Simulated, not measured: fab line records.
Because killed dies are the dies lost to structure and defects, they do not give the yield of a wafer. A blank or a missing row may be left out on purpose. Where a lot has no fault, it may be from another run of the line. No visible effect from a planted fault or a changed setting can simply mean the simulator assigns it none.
Code-filled problem report in 8D (eight disciplines) form || flow n5Finfet || the parts of the form that need people (team, actions taken, sign-off) are left out

== 1. WHAT WENT WRONG ==
N5_PASSIVATION_PROBE_49, killed_at_M0_to_M3: mean 659 over 1 wafer from 1 lot; wafers with no fault: 34, standard deviation 11. Measured from the usual mean, that is +57 standard deviations.
The first sign was on wafer L962.1 at day 16 02:07, on prober-01. The record holds 3 wafers of 1 lot with a number at this step. Rule for "out" (also "out of limits"): further than 4 standard deviations from the usual mean. Any other wafer with a number is counted as sound.

== 2. WHAT IT IS AND WHAT IT IS NOT ==
{"question": "which readings at this step", "is": "killed_at_M0_to_M3, defectLimitedYield, killedDies, sort_bin_5_function, sortNPass, sortYieldPct", "is not": "killed_at_M4_up, killedAtContacts, killedAtFrontEnd, killedAtOther, killedOpen, killedShort, sort_bin_6_memory"}
{"question": "which lots", "is": "L962", "is not": "-"}
{"question": "which wafers of those lots", "is": "L962.1", "is not": "L962.2, L962.4"}
{"question": "read on which tools", "is": "prober-01", "is not": "-"}
{"question": "when", "is": "from day 16 02:07", "is not": "up to then (0 sound wafers); but 2 sound wafers of L962 came after"}

== 3. THE SUSPECTS, EACH WITH WHAT RULES IT OUT ==
Counting: a tool at a process step up to the reading stays a suspect if it ran every lot that is out. Sound lots after the first of them don't rule it out here, since some wafers of a struck lot are sound.
- rieDiel-02 at N5_BEOL_M1_ETCH_74 (etches underlayer in N2/H2, target depth 6.5 nm, time 5.2 s): kept. It ran the lot that is out, L962 (day 9 04:23).
- aldSin-03 at N5_BEOL_M1_ALD_98 (deposits SiO2, target thk 2.5 nm, pulse time 1 s, co reactant pulse time 1 s): kept. It ran the lot that is out, L962 (day 9 05:58).
- rieDiel-02 at N5_BEOL_M1_ETCHBACK_99 (etches SiO2 in CHF3, target depth 5 nm, time 10.4 s): kept. It ran the lot that is out, L962 (day 9 06:05).
- rieDiel-02 at N5_BEOL_M1_STRIP_36 (strips in N2/H2): kept. It ran the lot that is out, L962 (day 9 06:17).
- prober-01 at N5_PASSIVATION_PROBE_49: kept. It ran the lot that is out, L962 (day 16 02:07). Its own defectLimitedYield, killed_at_M0_to_M3, killedDies, sort_bin_5_function, sortNPass, sortYieldPct readings are out on those wafers.
- At N5_BEOL_M1_ETCH_74, inside rieDiel-02: chamber 2 took the wafers that are out, while their sound lot-mates went through chambers 0, 3.
- At N5_BEOL_M1_ALD_98, inside aldSin-03: chamber 3 took the wafers that are out, while their sound lot-mates went through chambers 0, 2.
- At N5_BEOL_M1_ETCHBACK_99, inside rieDiel-02: chamber 2 took the wafers that are out, while their sound lot-mates went through chambers 0, 1.
- At N5_BEOL_M1_STRIP_36, inside rieDiel-02: chamber 2 took the wafers that are out, while their sound lot-mates went through chambers 0, 1.
Left after counting: rieDiel-02 at N5_BEOL_M1_ETCH_74, aldSin-03 at N5_BEOL_M1_ALD_98, rieDiel-02 at N5_BEOL_M1_ETCHBACK_99, rieDiel-02 at N5_BEOL_M1_STRIP_36, prober-01 at N5_PASSIVATION_PROBE_49.

== 4. THE CAUSE (what the simulator had put in) ==
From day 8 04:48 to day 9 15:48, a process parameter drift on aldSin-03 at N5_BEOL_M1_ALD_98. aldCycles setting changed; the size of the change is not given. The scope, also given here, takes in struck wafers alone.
5 suspects survive the count, and this tool is in that group.

== 5. THE CHAIN OF EFFECTS, in route order ==
Each row: a reading whose mean over the struck wafers that have a number lies more than 3 standard deviations from the usual. Only readings for which the record gives a usual standard deviation are gone through. hours: the time from each lot's start at the first step in this table that gives one to its start at this step, as a median over the lots. sigmas: the change in usual standard deviations.
{"hours": 0, "step": "N5_PASSIVATION_PROBE_49", "reading": "defectLimitedYield", "usual": "91.1 %", "on struck wafers": 39.7, "change": -51.4, "sigmas": -37}
{"hours": 0, "step": "N5_PASSIVATION_PROBE_49", "reading": "killed_at_M0_to_M3", "usual": 34, "on struck wafers": 659, "change": "+625", "sigmas": "+57"}
{"hours": 0, "step": "N5_PASSIVATION_PROBE_49", "reading": "killedDies", "usual": 105, "on struck wafers": 712, "change": "+607", "sigmas": "+36"}
{"hours": 0, "step": "N5_PASSIVATION_PROBE_49", "reading": "killedOnRim", "usual": 14, "on struck wafers": 30, "change": "+16", "sigmas": "+3.9"}
{"hours": 0, "step": "N5_PASSIVATION_PROBE_49", "reading": "sort_bin_5_function", "usual": "5.3 %", "on struck wafers": 57.1, "change": "+51.8", "sigmas": "+55"}
{"hours": 0, "step": "N5_PASSIVATION_PROBE_49", "reading": "sortNPass", "usual": 1075, "on struck wafers": 468, "change": -607, "sigmas": -36}
{"hours": 0, "step": "N5_PASSIVATION_PROBE_49", "reading": "sortYieldPct", "usual": "91.1 %", "on struck wafers": 39.7, "change": -51.4, "sigmas": -37}
The process steps in it:
- N5_PASSIVATION_PROBE_49

== 6. WHAT WOULD HAVE CAUGHT IT SOONER ==
In this record no reading fell out of limits until day 16 02:07, 189 hours after the fault had begun at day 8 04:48.
An alarm limit of 4 standard deviations would not have fired on the tool readings at N5_BEOL_M1_ALD_98 for which the record gives a usual standard deviation, since none of them was out on any struck wafer.
The start of N5_BEOL_M1_ALD_98 on aldSin-03 came by day 16 02:07 for every one of the lots that are out (1). None of them would have been spared by holding the tool at that moment.
